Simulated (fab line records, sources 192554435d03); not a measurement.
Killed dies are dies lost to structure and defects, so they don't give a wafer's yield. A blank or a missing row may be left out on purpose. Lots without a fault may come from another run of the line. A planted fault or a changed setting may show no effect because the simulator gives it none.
Chamber matching | flow n5_finfet | N5_BEOL_M0_SAQP_DESCUM_45 on rie_diel-02: 4 sister chambers
The step chemistry O2, time 7 s. 16 wafers are shown with their chamber, then 8 later ones without.

WAFERS WITH THEIR CHAMBER
wafer  | chamber | drypump_motor_current_A (A) | showerhead_plenum_p_Torr (Torr) | throttle_valve_pct (%)
L079.1 | 0       | 5.6                         | 2.07                            | 20.34
L079.3 | 3       | 5.8                         | 2.03                            | 20.71
L079.5 | 2       | 6.0                         | 2.19                            | 20.54
L080.1 | 1       | 6.3                         | 2.14                            | 20.17
L080.3 | 0       | 5.6                         | 2.07                            | 20.36
L080.5 | 0       | 5.6                         | 2.07                            | 20.34
L082.2 | 1       | 6.3                         | 2.14                            | 20.18
L082.3 | 3       | 5.8                         | 2.03                            | 20.74
L082.5 | 2       | 6.0                         | 2.19                            | 20.55
L084.2 | 1       | 6.3                         | 2.14                            | 20.19
L084.4 | 3       | 5.8                         | 2.02                            | 20.74
L084.5 | 2       | 6.0                         | 2.19                            | 20.56
L090.2 | 0       | 5.7                         | 2.06                            | 20.38
L090.3 | 3       | 5.8                         | 2.02                            | 20.75
L090.6 | 1       | 6.3                         | 2.13                            | 20.21
L091.1 | 0       | 5.6                         | 2.06                            | 20.40

SIGNATURES (means of the wafers above)
reading                  | chamber 0 | chamber 1 | chamber 2 | chamber 3 | scatter within a chamber
drypump_motor_current_A  | 5.620     | 6.300     | 6.000     | 5.800     | 0.0258
showerhead_plenum_p_Torr | 2.0660    | 2.1375    | 2.1900    | 2.0250    | 0.00496
throttle_valve_pct       | 20.3640   | 20.1875   | 20.5500   | 20.7350   | 0.0198
Rule: a wafer's distance from a chamber is the root of the sum, over the readings, of the square of ((its reading less the chamber's mean) divided by the reading's scatter). The wafer belongs to the nearest chamber; if the next one is less than 2 further off, it can't be placed. The scatter: the root of (the sum of the squares of (reading less its chamber's mean) over the shown wafers, divided by (wafers less chambers)).

WAFERS WITHOUT THEIR CHAMBER
wafer  | drypump_motor_current_A (A) | showerhead_plenum_p_Torr (Torr) | throttle_valve_pct (%)
L091.3 | 6.0                         | 2.18                            | 20.58
L091.6 | 5.8                         | 2.02                            | 20.77
L093.3 | 6.0                         | 2.18                            | 20.59
L093.4 | 6.0                         | 2.18                            | 20.59
L093.5 | 5.8                         | 2.02                            | 20.77
L096.2 | 5.6                         | 2.05                            | 20.39
L096.3 | 5.8                         | 2.01                            | 20.78
L096.6 | 6.0                         | 2.18                            | 20.59

WHICH CHAMBER EACH WENT THROUGH
wafer  | from the rows above | in truth
L091.3 | 2                   | 2
L091.6 | 3                   | 3
L093.3 | 2                   | 2
L093.4 | 2                   | 2
L093.5 | 3                   | 3
L096.2 | 0                   | 0
L096.3 | 3                   | 3
L096.6 | 2                   | 2
Placed correctly: 8 of 8. Can't be placed from these rows: 0. Placed wrongly: 0.
